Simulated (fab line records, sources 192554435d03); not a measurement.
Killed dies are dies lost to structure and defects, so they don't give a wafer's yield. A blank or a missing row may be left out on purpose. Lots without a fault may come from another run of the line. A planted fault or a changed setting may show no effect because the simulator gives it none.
Split-lot experiment | flow n5_finfet | 7 lots, 21 wafers read, on a route of 1938 steps

THE SPLIT
At N5_HKMG_FIN_PEB_10 (peb time 60 s), the setting peb_time_s was moved away from the recipe's 60 s on 9 of the 21 wafers read, by -18.6% to +15.7%. The other wafers ran this setting at the recipe's value.

FROM THE SPLIT TO THE READING: what the file shows between them, 1 step
- N5_HKMG_FIN_DEVELOP_11: develop time 30 s

THE READING
cd_nm, in nm, at N5_HKMG_FIN_CD_MEAS_12 (target cd 92.8 nm). Fault-free wafers of this fab line usually give 92.7 nm, standard deviation 0.51 nm.

wafer  | tool, chamber at the split | peb_time_s as run, s | against the recipe | cd_nm, nm | against lot-mates on the recipe
L074.3 | litho_track-03, 0          | 60                   | recipe             | 92.3      | -
L074.5 | litho_track-03, 0          | 48.82                | -18.6%             | 85.7      | -6.6
L074.6 | litho_track-03, 0          | 48.82                | -18.6%             | 82.8      | -9.5
L076.2 | litho_track-02, 0          | 54.8                 | -8.7%              | 88.4      | -3.0
L076.4 | litho_track-02, 0          | 60                   | recipe             | 91.4      | -
L076.5 | litho_track-02, 0          | 54.8                 | -8.7%              | 89.2      | -2.2
L087.1 | litho_track-04, 0          | 60                   | recipe             | 90.8      | -
L087.5 | litho_track-04, 0          | 50.09                | -16.5%             | 85.2      | -5.5
L087.6 | litho_track-04, 0          | 60                   | recipe             | 90.7      | -
L088.1 | litho_track-04, 0          | 60                   | recipe             | 92.9      | -
L088.3 | litho_track-04, 0          | 60                   | recipe             | 92.8      | -
L088.6 | litho_track-04, 0          | 60                   | recipe             | 91.8      | -
L090.3 | litho_track-02, 0          | 69.4                 | +15.7%             | 98.0      | +4.3
L090.4 | litho_track-02, 0          | 69.4                 | +15.7%             | 96.7      | +3.0
L090.6 | litho_track-02, 0          | 60                   | recipe             | 93.7      | -
L091.2 | litho_track-03, 0          | 60                   | recipe             | 93.2      | -
L091.3 | litho_track-03, 0          | 60                   | recipe             | 92.8      | -
L091.5 | litho_track-03, 0          | 66.77                | +11.3%             | 96.5      | +3.5
L092.3 | litho_track-03, 0          | 60                   | recipe             | 91.8      | -
L092.5 | litho_track-03, 0          | 60                   | recipe             | 92.7      | -
L092.6 | litho_track-03, 0          | 49.68                | -17.2%             | 86.0      | -6.2

THE FIT
A straight line over all 21 wafers: cd_nm changes by +0.384 nm for each +1% of peb_time_s; r = +0.97; the points scatter about the line by 0.98 nm.
The same after taking each lot's own level away (the mean of its wafers on the recipe; 21 wafers): +0.336 nm for each +1%; r = +0.96; scatter 0.93 nm.
On that fit, the largest move of peb_time_s shifts the reading by 6.3 nm.
The lots' own levels span 90.75 to 93.70 nm, that is 5.8 times the standard deviation above.
So the lot-to-lot level changes the slope: the two fits differ.
Check: with one of the wafers moved furthest among these (-18.6%) left out of the fit, the line predicts -6.59 nm for it against its lot-mates. It came out at -6.6 nm against them.

OTHER SPLITS ON THESE WAFERS
These wafers also went through other splits before the reading. Each is held against what the fit with the lots' levels taken away leaves over:
other split on the same wafers        | wafers away from the commonest value | r with cd_nm (lot level and that fit taken away)
N5_STI_FIN_REVEAL_PRECLEAN_17 time_s  | 10                                   | -0.22
N5_SD_EPI_N_DEVELOP_08 develop_time_s | 5                                    | -0.16
N5_SD_EPI_N_ETCH_45 target_depth_a    | 5                                    | +0.07
N5_ILD0_CMP_12 down_force_psi         | 5                                    | -0.06
N5_HKMG_FIN_ETCH_54 bias_w            | 6                                    | +0.11

THE FILE'S OWN FIT
cd_nm changes by +0.343 nm for each +1% of peb_time_s, r = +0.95.
